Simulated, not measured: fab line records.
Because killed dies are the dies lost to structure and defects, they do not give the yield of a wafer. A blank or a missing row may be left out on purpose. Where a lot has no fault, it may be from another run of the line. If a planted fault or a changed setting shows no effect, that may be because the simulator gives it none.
One fault through the eyes of 3 desks | flow n5_finfet | each desk holds nothing but its own numbers, with what lay behind them at the end
Where a reading is given only as a bound, like >300, the bound stands for it, and a mean or a difference that rests on one is marked > or <: the true number lies beyond.

== METROLOGY DESK ==
What the gauges read, lot by lot, whatever tool the lot ran on: means of the sampled wafers that have a number. If a lot's mean is further than 4 standard deviations from the usual mean, the lot is out of limits and carries the mark OUT (the distance appears in the brackets).
Columns: A = M15_OVL at N5_BEOL_M15_OVL_MEAS_29, usual 0 nm
lot  | first seen here | A
L718 | day 13 02:38    | -9
L720 | day 13 13:00    | 1
L723 | day 14 03:40    | 2
L726 | day 15 06:19    | -7
L730 | day 15 23:34    | 2
L731 | day 16 04:20    | 5
L729 | day 16 11:46    | 6
L734 | day 16 16:18    | -9
L732 | day 16 22:08    | 3
L735 | day 17 15:04    | 1
This desk's finding: nothing out of limits on any of the 10 lots.

== THE DEFECT DESK ==
Lot by lot, what the route's inspections counted, given as the mean of those sampled wafers with a number. If a lot's mean is further than 4 standard deviations from the usual mean, the lot is out of limits and carries the mark OUT (the distance appears in the brackets).
Columns: A = raw_defect_count at N5_BEOL_M15_INSPECT_30, usual 2.1
lot  | first seen here | A
L718 | day 13 02:40    | 3.3
L720 | day 13 13:02    | 1.0
L723 | day 14 03:41    | 1.0
L726 | day 15 06:20    | 3.3
L730 | day 15 23:36    | 2.0
L731 | day 16 04:21    | >102 (>+67) OUT
L729 | day 16 11:47    | >200 (+99 or more) OUT
L734 | day 16 16:20    | 2.3
L732 | day 16 22:10    | 2.0
L735 | day 17 15:05    | 2.3
This desk finds L729, L731 out of limits, L731 being first, at day 16 04:21 (raw_defect_count at N5_BEOL_M15_INSPECT_30). L718, L720, L723, L726, L730, L734, L732, L735 stayed within limits.

== THE TOOL OWNER'S DESK: rie_diel-03 ==
The tool's own readings at N5_BEOL_M15_ETCH_57 (etches SOC in N2/H2, time 750 s): means of the sampled wafers that have a number, for each lot that ran on this tool. If a lot's mean is further than 4 standard deviations from the usual mean, the lot is out of limits and carries the mark OUT (the distance appears in the brackets).
Columns: A = drypump_motor_current_A at N5_BEOL_M15_ETCH_57, usual 5.7 A; B = oes_product_au at N5_BEOL_M15_ETCH_57, usual 0.80 a.u.; C = rf_vpp_V at N5_BEOL_M15_ETCH_57, usual 524.4 V; D = showerhead_plenum_p_Torr at N5_BEOL_M15_ETCH_57, usual 2.56 Torr; E = throttle_valve_pct at N5_BEOL_M15_ETCH_57, usual 17.74 %
lot  | first seen here | A   | B    | C     | D    | E
L718 | day 13 01:43    | 5.6 | 0.84 | 526.6 | 2.62 | 17.59
L720 | day 13 12:04    | 5.5 | 0.86 | 524.6 | 2.59 | 17.44
L723 | day 14 02:44    | 5.3 | 0.77 | 523.7 | 2.53 | 17.67
L731 | day 16 03:24    | 5.8 | 0.81 | 526.0 | 2.62 | 17.73
L729 | day 16 10:58    | 5.6 | 0.76 | 525.6 | 2.60 | 17.86
This desk's finding: nothing out of limits on any of the 5 lots.

== ALL TOGETHER ==
The defect desk could have raised an alarm at day 16 04:21, on L729, L731.
The metrology desk saw nothing out of limits.
Nothing out of limits was seen by the tool owner's desk.
The metrology desk has L729, L731 on record, within its limits.
The tool owner's desk has L729, L731 on record, within its limits.
Of the lots named, all ran N5_BEOL_M15_ETCH_57 on rie_diel-03.

== WHAT THE SIMULATOR PUT IN ==
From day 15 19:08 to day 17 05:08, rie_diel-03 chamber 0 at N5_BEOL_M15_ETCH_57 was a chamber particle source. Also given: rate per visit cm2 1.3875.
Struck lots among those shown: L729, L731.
Hours from the fault's start to each desk's first reading out of limits: the defect desk, 9.
